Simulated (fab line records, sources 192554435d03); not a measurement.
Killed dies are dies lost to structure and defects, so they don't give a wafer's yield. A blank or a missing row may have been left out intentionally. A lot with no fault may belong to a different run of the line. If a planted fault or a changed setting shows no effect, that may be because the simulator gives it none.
Split-lot study :: flow n5_finfet :: 7 lots, 21 wafers read, on a route of 1938 steps

THE SPLIT ITSELF
At N5_ZERO_LAYER_COAT_05 (resist thk 1000 nm), the setting spin_rpm was moved away from the recipe's 1500 rpm on 7 of the 21 wafers read, by -9.9% to +10.6%. This setting was run at the recipe's value on the other wafers.

Reading taken at the split's own step.

THE READING
coat_of_ZERO_LAYER_COAT_05.thk_nm (the simulator's own value, which no gauge read), in nm, at N5_ZERO_LAYER_COAT_05 (resist thk 1000 nm). The file gives no usual value for it. Average 999.8 nm, standard deviation 3.3 nm, over the 14 wafers here run with the recipe.

wafer: L075.3
tool, chamber at the split: litho_track-01, 0
spin_rpm as run, rpm: 1500
against the recipe: recipe
coat_of_ZERO_LAYER_COAT_05.thk_nm, nm: 998.2
against lot-mates on the recipe: -

wafer: L075.5
tool, chamber at the split: litho_track-01, 0
spin_rpm as run, rpm: 1500
against the recipe: recipe
coat_of_ZERO_LAYER_COAT_05.thk_nm, nm: 995.1
against lot-mates on the recipe: -

wafer: L075.6
tool, chamber at the split: litho_track-01, 0
spin_rpm as run, rpm: 1500
against the recipe: recipe
coat_of_ZERO_LAYER_COAT_05.thk_nm, nm: 996.3
against lot-mates on the recipe: -

wafer: L077.2
tool, chamber at the split: litho_track-01, 0
spin_rpm as run, rpm: 1500
against the recipe: recipe
coat_of_ZERO_LAYER_COAT_05.thk_nm, nm: 1003
against lot-mates on the recipe: -

wafer: L077.3
tool, chamber at the split: litho_track-01, 0
spin_rpm as run, rpm: 1426
against the recipe: -4.9%
coat_of_ZERO_LAYER_COAT_05.thk_nm, nm: 1023
against lot-mates on the recipe: +20.0

wafer: L077.6
tool, chamber at the split: litho_track-01, 0
spin_rpm as run, rpm: 1426
against the recipe: -4.9%
coat_of_ZERO_LAYER_COAT_05.thk_nm, nm: 1025
against lot-mates on the recipe: +22.0

wafer: L079.1
tool, chamber at the split: litho_track-02, 0
spin_rpm as run, rpm: 1500
against the recipe: recipe
coat_of_ZERO_LAYER_COAT_05.thk_nm, nm: 996.3
against lot-mates on the recipe: -

wafer: L079.3
tool, chamber at the split: litho_track-02, 0
spin_rpm as run, rpm: 1500
against the recipe: recipe
coat_of_ZERO_LAYER_COAT_05.thk_nm, nm: 996.6
against lot-mates on the recipe: -

wafer: L079.6
tool, chamber at the split: litho_track-02, 0
spin_rpm as run, rpm: 1500
against the recipe: recipe
coat_of_ZERO_LAYER_COAT_05.thk_nm, nm: 995.7
against lot-mates on the recipe: -

wafer: L085.2
tool, chamber at the split: litho_track-04, 0
spin_rpm as run, rpm: 1352
against the recipe: -9.9%
coat_of_ZERO_LAYER_COAT_05.thk_nm, nm: 1053
against lot-mates on the recipe: +54.7

wafer: L085.5
tool, chamber at the split: litho_track-04, 0
spin_rpm as run, rpm: 1500
against the recipe: recipe
coat_of_ZERO_LAYER_COAT_05.thk_nm, nm: 998.3
against lot-mates on the recipe: -

wafer: L085.6
tool, chamber at the split: litho_track-04, 0
spin_rpm as run, rpm: 1352
against the recipe: -9.9%
coat_of_ZERO_LAYER_COAT_05.thk_nm, nm: 1057
against lot-mates on the recipe: +58.7

wafer: L089.3
tool, chamber at the split: litho_track-04, 0
spin_rpm as run, rpm: 1434
against the recipe: -4.4%
coat_of_ZERO_LAYER_COAT_05.thk_nm, nm: 1026
against lot-mates on the recipe: +22.0

wafer: L089.4
tool, chamber at the split: litho_track-04, 0
spin_rpm as run, rpm: 1434
against the recipe: -4.4%
coat_of_ZERO_LAYER_COAT_05.thk_nm, nm: 1027
against lot-mates on the recipe: +23.0

wafer: L089.6
tool, chamber at the split: litho_track-04, 0
spin_rpm as run, rpm: 1500
against the recipe: recipe
coat_of_ZERO_LAYER_COAT_05.thk_nm, nm: 1004
against lot-mates on the recipe: -

wafer: L091.1
tool, chamber at the split: litho_track-01, 0
spin_rpm as run, rpm: 1500
against the recipe: recipe
coat_of_ZERO_LAYER_COAT_05.thk_nm, nm: 1004
against lot-mates on the recipe: -

wafer: L091.6
tool, chamber at the split: litho_track-01, 0
spin_rpm as run, rpm: 1500
against the recipe: recipe
coat_of_ZERO_LAYER_COAT_05.thk_nm, nm: 1004
against lot-mates on the recipe: -

wafer: L091.4
tool, chamber at the split: litho_track-01, 0
spin_rpm as run, rpm: 1659
against the recipe: +10.6%
coat_of_ZERO_LAYER_COAT_05.thk_nm, nm: 953.6
against lot-mates on the recipe: -50.4

wafer: L096.1
tool, chamber at the split: litho_track-04, 0
spin_rpm as run, rpm: 1500
against the recipe: recipe
coat_of_ZERO_LAYER_COAT_05.thk_nm, nm: 1001
against lot-mates on the recipe: -

wafer: L096.6
tool, chamber at the split: litho_track-04, 0
spin_rpm as run, rpm: 1500
against the recipe: recipe
coat_of_ZERO_LAYER_COAT_05.thk_nm, nm: 1001
against lot-mates on the recipe: -

wafer: L096.5
tool, chamber at the split: litho_track-04, 0
spin_rpm as run, rpm: 1500
against the recipe: recipe
coat_of_ZERO_LAYER_COAT_05.thk_nm, nm: 1003
against lot-mates on the recipe: -

FIT RESULTS
A straight line over all 21 wafers: coat_of_ZERO_LAYER_COAT_05.thk_nm changes by -5.13 nm for each +1% of spin_rpm; r = -0.99; the points scatter about the line by 3.9 nm.
The same after taking each lot's own level away (the mean of its wafers on the recipe; 21 wafers): -5.2 nm for each +1%; r = -0.99; scatter 2.7 nm.
According to that fit, moving spin_rpm by its largest amount changes the reading by 55 nm.
The lots' own levels span 996.20 to 1004.00 nm, that is 2.3 times the standard deviation above.
Hence the lot-to-lot level has little effect on the slope; both slopes agree.
Check: -58.4 nm against its lot-mates is what the line predicts for one of the wafers moved furthest among these (+10.6%) when that wafer is left out of the fit. It came out at -50.4 nm against them.

THE WHOLE CHAIN: every reading that the file lists as answering this split, in the file's order
step: N5_ZERO_LAYER_COAT_05
what it does: resist thk 1000 nm
reading: coat_of_ZERO_LAYER_COAT_05.thk_nm (the simulator's own value, which no gauge read)
change (the file's fit): -5.13 nm for each +1% of the setting
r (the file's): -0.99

step: N5_ZERO_LAYER_STRIP_24
what it does: strips in O2
reading: strip_time_to_endpoint_s
change (the file's fit): withheld for each +1% of the setting
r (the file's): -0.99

THE FILE'S OWN FIT
coat_of_ZERO_LAYER_COAT_05.thk_nm changes by -5.13 nm for each +1% of spin_rpm, r = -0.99.
